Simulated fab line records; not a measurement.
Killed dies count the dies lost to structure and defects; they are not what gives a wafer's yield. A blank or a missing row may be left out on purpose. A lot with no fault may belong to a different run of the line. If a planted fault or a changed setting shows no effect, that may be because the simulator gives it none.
Matching of chambers ; flow n5_finfet ; N5_BEOL_M1_PECVD_72 on pecvd-03 has 3 sister chambers
The step deposits SiO2 from TEOS/O2, target thk 16 nm, time 18 s. 3 wafers are shown with their chamber, then 9 later ones without.

## WAFERS WITH THEIR CHAMBER
wafer;chamber;showerhead_plenum_p_Torr (Torr)
L080.4;0;8.85
L095.5;1;8.79
L095.6;2;8.75

## WAFERS WITHOUT THEIR CHAMBER
wafer;showerhead_plenum_p_Torr (Torr)
L091.1;8.74
L091.2;8.77
L091.3;8.84
L092.2;8.75
L092.4;8.74
L092.6;8.84
L097.1;8.77
L097.3;8.85
L097.6;8.86

## THE CHAMBER EACH PASSED THROUGH
wafer;from the rows above;in truth
L091.1;2;2
L091.2;can't be placed: 1 or 2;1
L091.3;0;0
L092.2;2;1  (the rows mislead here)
L092.4;2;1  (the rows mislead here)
L092.6;0;0
L097.1;can't be placed: 1 or 2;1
L097.3;0;0
L097.6;0;0
Correctly placed: 5 of 9. Unplaceable from these rows: 2, with the true chamber sitting among the candidates in 2. Number placed wrongly: 2.
How it was worked out, from the rows above alone: a wafer's distance from a chamber is the root of the sum, over the readings, of the square of ((its reading less the chamber's mean) divided by the reading's scatter). If the next closest chamber is less than 2 further off than the closest, the wafer can't be placed; otherwise it belongs to the closest. A chamber's mean is the mean of its shown wafers. The scatter: root of mean squared gap, hidden wafer to nearest shown wafer, with one shown wafer a chamber.
